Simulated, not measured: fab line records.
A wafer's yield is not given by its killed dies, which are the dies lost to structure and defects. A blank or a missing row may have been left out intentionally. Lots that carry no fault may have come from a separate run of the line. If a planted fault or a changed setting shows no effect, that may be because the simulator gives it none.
Split-lot trial + flow n5Finfet + 7 lots, 21 wafers read, on a route of 1938 steps

THE SPLIT ITSELF
At N5_BEOL_M1_EXPOSE_25 (exposes mask V0, defocus 5 nm, target cd 24 nm), the setting doseMj was moved away from the recipe's 63 on 7 of the 21 wafers read, by -5.8% to +5.1%. For the rest of the wafers, this setting stayed at what the recipe calls for.

FROM THE SPLIT TO THE READING: what the file shows between them, 2 steps
- N5_BEOL_M1_PEB_26: peb time 60 s
- N5_BEOL_M1_DEVELOP_27: develop time 30 s

THE READING
cdNm, in nm, at N5_BEOL_M1_CD_MEAS_28 (target cd y 23.3 nm). A value of 23.96 nm with a standard deviation of 0.25 nm is what fault-free wafers of this fab line usually give.

| wafer  | tool, chamber at the split | doseMj as run | against the recipe | cdNm, nm | against lot-mates on the recipe |
|--------|----------------------------|---------------|--------------------|----------|---------------------------------|
| L079.4 | euvScanner-01, 0           | 63            | recipe             | 24.22    | -                               |
| L079.5 | euvScanner-01, 0           | 63            | recipe             | 23.90    | -                               |
| L079.6 | euvScanner-01, 0           | 63            | recipe             | 23.65    | -                               |
| L080.3 | euvScanner-01, 0           | 59.35         | -5.8%              | 23.00    | -0.95                           |
| L080.4 | euvScanner-01, 0           | 59.35         | -5.8%              | 23.14    | -0.81                           |
| L080.5 | euvScanner-01, 0           | 63            | recipe             | 23.95    | -                               |
| L081.1 | euvScanner-02, 0           | 63            | recipe             | 24.14    | -                               |
| L081.2 | euvScanner-02, 0           | 63            | recipe             | 24.20    | -                               |
| L081.4 | euvScanner-02, 0           | 63            | recipe             | 24.42    | -                               |
| L084.2 | euvScanner-01, 0           | 63            | recipe             | 23.99    | -                               |
| L084.3 | euvScanner-01, 0           | 66.23         | +5.1%              | 25.29    | +1.30                           |
| L084.5 | euvScanner-01, 0           | 66.23         | +5.1%              | 25.26    | +1.27                           |
| L085.2 | euvScanner-01, 0           | 63            | recipe             | 23.93    | -                               |
| L085.5 | euvScanner-01, 0           | 66.17         | +5.0%              | 24.51    | +0.82                           |
| L085.6 | euvScanner-01, 0           | 63            | recipe             | 23.44    | -                               |
| L090.1 | euvScanner-01, 0           | 63            | recipe             | 23.74    | -                               |
| L090.2 | euvScanner-01, 0           | 61.43         | -2.5%              | 23.26    | -0.48                           |
| L090.5 | euvScanner-01, 0           | 61.43         | -2.5%              | 23.07    | -0.67                           |
| L092.1 | euvScanner-01, 0           | 63            | recipe             | 23.78    | -                               |
| L092.3 | euvScanner-01, 0           | 63            | recipe             | 23.88    | -                               |
| L092.5 | euvScanner-01, 0           | 63            | recipe             | 23.56    | -                               |

THE FIT
A straight line over all 21 wafers: cdNm changes by +0.194 nm for each +1% of doseMj; r = +0.88; the points scatter about the line by 0.3 nm.
The same after taking each lot's own level away (the mean of its wafers on the recipe; 21 wafers): +0.193 nm for each +1%; r = +0.94; scatter 0.19 nm.
That fit puts the effect of the largest move of doseMj on the reading at 1.1 nm.
The span of the lots' own levels, 23.685 to 24.253 nm, comes to 2.3 times the standard deviation stated above.
Consequently the slope shifts little with the lot-to-lot level, the two slopes agreeing.
Check: with one of the wafers moved furthest among these (-5.8%) left out of the fit, the line predicts -1.13 nm for it against its lot-mates. Against them it came out at -0.95 nm.

OTHER SPLITS ON THESE WAFERS
Other splits were also applied to these wafers ahead of the reading. Each is held against what the fit with the lots' levels taken away leaves over:
| other split on the same wafers      | wafers away from the commonest value | r with cdNm (lot level and that fit taken away) |
|-------------------------------------|--------------------------------------|-------------------------------------------------|
| N5_HKMG_FIN_ETCH_54 sourceW         | 7                                    | -0.07                                           |
| N5_GATE_CUT_COAT_27 spinRpm         | 10                                   | -0.03                                           |
| N5_GATE_CUT_DESCUM_18 timeS         | 6                                    | -0.02                                           |
| N5_MOL_CONTACT_COAG_ETCH_15 sourceW | 6                                    | +0.13                                           |
| N5_MOL_CONTACT_COAG_ETCH_91 timeS   | 7                                    | +0.20                                           |
| N5_BEOL_M0_SAQP_COAT_08 spinRpm     | 8                                    | -0.38                                           |
| N5_BEOL_M0_SAQP_PEB_12 pebTimeS     | 8                                    | +0.10                                           |

THE FILE'S OWN FIT
cdNm changes by +0.189 nm for each +1% of doseMj, r = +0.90.
